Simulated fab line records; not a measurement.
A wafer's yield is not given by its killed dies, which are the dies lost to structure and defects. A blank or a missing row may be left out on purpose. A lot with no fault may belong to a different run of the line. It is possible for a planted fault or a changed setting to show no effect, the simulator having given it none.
A lot that was struck, set against a sound lot	flow n5_finfet	38 steps out of a route of 1938
Sound: these wafers, L496.1, L496.4, L496.6. The struck wafers were L500.1, L500.2, L500.3. At the end, the cause is stated.
At each step with rows: each side's tool, then ch and its chambers, then its first start. Under that, the readings that differ: sound wafers	struck wafers	difference of the means	sigmas: that difference in standard deviations of wafers without a fault.
alike: a reading whose means differ by less than 2 such deviations, as well as words and numbers matching on both sides. not compared: withheld readings; readings where some wafer has no value; bounds like >300 that might hide an equal value; numbers whose values overlap and for which the record gives no deviation.
A row with sigmas, a row that says differs or no value, or rows on one side alone: a step with any of these is where the two part. When numbers do not overlap yet have no deviation, they are printed without sigmas and do not part them. A reading missing from all wafers of one side parts the sides only when that side holds two or more wafers.

first, 9 steps without rows for these wafers: N5_BEOL_M1_ANNEAL_95 (time 240 s); N5_BEOL_M1_SPUTTER_96 (material Cu, target thk 4.5 nm, time 8.29 s); N5_BEOL_M1_ECD_50 (material Cu, target thk 300 nm); N5_BEOL_M1_ANNEAL_51 (time 90 s); N5_BEOL_M1_CMP_52 (polishes, stops on SiOC, t overpolish 6.8 s, target thk 40 nm); N5_BEOL_M1_PRE_CLEAN_60 (time 15 s); N5_BEOL_M1_CO_CAP_55 (material Co, precursor CCTBA/H2, target thk 2 nm, time 102.1 s); N5_BEOL_M1_PRE_CLEAN_56 (time 15 s); N5_BEOL_M1_DEP_57 (deposits SiCN from 3MS/NH3, target thk 8 nm, time 14 s).
N5_BEOL_M2_ILD_DEP_00: deposits SiOC from DEMS/O2, target thk 79 nm, time 15.3 s.
  sound on pecvd-02 ch 0,2, day 9 03:31; struck on pecvd-02 ch 0,1,2, day 9 21:50
reading	sound	struck	difference	sigmas
model.SiOC_of_BEOL_M2_ILD_DEP_00.thk_nm (nm)	80.8 82.4 81.4	93 94.8 93.2	+12	
  alike: heater_power_w, showerhead_plenum_p_Torr, throttle_valve_pct
N5_BEOL_M2_THK_MEAS_01:
  sound on film_metro-02 at day 9 03:35; struck on film_metro-01 at day 9 21:54
reading	sound	struck	difference	sigmas
M2_ILD_THK (nm)	80.7 82.3 81.4	93.2 94.8 93.3	+12.3	+9
then, 24 steps without rows for these wafers: N5_BEOL_M2_PECVD_72 (deposits SiO2 from TEOS/O2, target thk 16 nm, time 18 s); N5_BEOL_M2_HM_DEP_02 (deposits TiN, target thk 20 nm); N5_BEOL_M2_COAT_61 (time 60 s, resist thk 60 nm); N5_BEOL_M2_COAT_62 (time 60 s, resist thk 12 nm); N5_BEOL_M2_COAT_73 (time 60 s, resist thk 5 nm); N5_BEOL_M2_COAT_05 (resist thk 30 nm); N5_BEOL_M2_EBR_07; N5_BEOL_M2_SOFTBAKE_06 (time 60 s); N5_BEOL_M2_EXPOSE_08 (exposes mask M2); N5_BEOL_M2_PEB_09 (peb time 60 s); N5_BEOL_M2_DEVELOP_10 (develop time 30 s); N5_BEOL_M2_DESCUM_16 (chemistry O2, time 7 s); N5_BEOL_M2_ETCH_74 (etches underlayer in N2/H2, target depth 6.5 nm, time 5.2 s); N5_BEOL_M2_ETCH_63 (etches SiARC in CF4, target depth 15.6 nm, time 26 s); N5_BEOL_M2_ETCH_64 (etches SOC in N2/H2, target depth 75 nm, overetch 22.5 nm, time 121.9 s); N5_BEOL_M2_STRIP_65 (strips in N2/H2); N5_BEOL_M2_STRIP_75 (strips in N2/H2); N5_BEOL_M2_STRIP_66 (strips in CF4); N5_BEOL_M2_HM_OPEN_17 (chemistry Cl2/BCl3, target TiN, target depth 20 nm, overetch 6 nm); N5_BEOL_M2_STRIP_19 (strips in O2); N5_BEOL_M2_COAT_67 (time 60 s, resist thk 60 nm); N5_BEOL_M2_COAT_68 (time 60 s, resist thk 12 nm); N5_BEOL_M2_COAT_76 (time 60 s, resist thk 5 nm); N5_BEOL_M2_COAT_22 (resist thk 30 nm).
N5_BEOL_M2_CMP_52: polishes, stops on SiOC, t overpolish 6.8 s, target thk 40 nm.
  sound on cmp-03 ch 0,2,3, day 9 14:12; struck on cmp-03 ch 1,2,3, day 10 04:46
reading	sound	struck	difference	sigmas
model.SiOC_of_BEOL_M2_ILD_DEP_00.thk_nm (nm)	77.8 79.4 78.4	90 91.8 90.2	+12	
  alike: motor_current_A
N5_BEOL_M4_RC_MEAS_101:
  sound on prober-01 ch 0, day 10 19:44; struck on prober-01 ch 0, day 11 01:53
  alike: DIBL_N, DIBL_P, IOFF_N, IOFF_P, ION_N, ION_P, SS_N, SS_P, VT_N, VT_P
-- a jump in the record: the struck wafers' starts before and after are 5 days apart (it breaks off in module BEOL_M4 and resumes in module PASSIVATION, where the first step shown is number 1936 of the route) --
N5_PASSIVATION_PROBE_49:
  sound on prober-01 at day 15 16:23; struck on prober-02 at day 15 14:47
  alike: defect_limited_yield, killed_at_M0_to_M3, killed_at_M4_up, killed_at_contacts, killed_at_front_end, killed_at_other, killed_dies, killed_on_rim, killed_open, killed_short, sort_bin_5_function, sort_bin_6_memory, sort_n_pass, sort_yield_pct

== WHERE THEY PART ==
N5_BEOL_M2_THK_MEAS_01 only, going by this record. Later steps at which nothing parts them and some readings are alike: N5_BEOL_M2_CMP_52, N5_BEOL_M4_RC_MEAS_101, N5_PASSIVATION_PROBE_49.

WHY: the cause the simulator had injected
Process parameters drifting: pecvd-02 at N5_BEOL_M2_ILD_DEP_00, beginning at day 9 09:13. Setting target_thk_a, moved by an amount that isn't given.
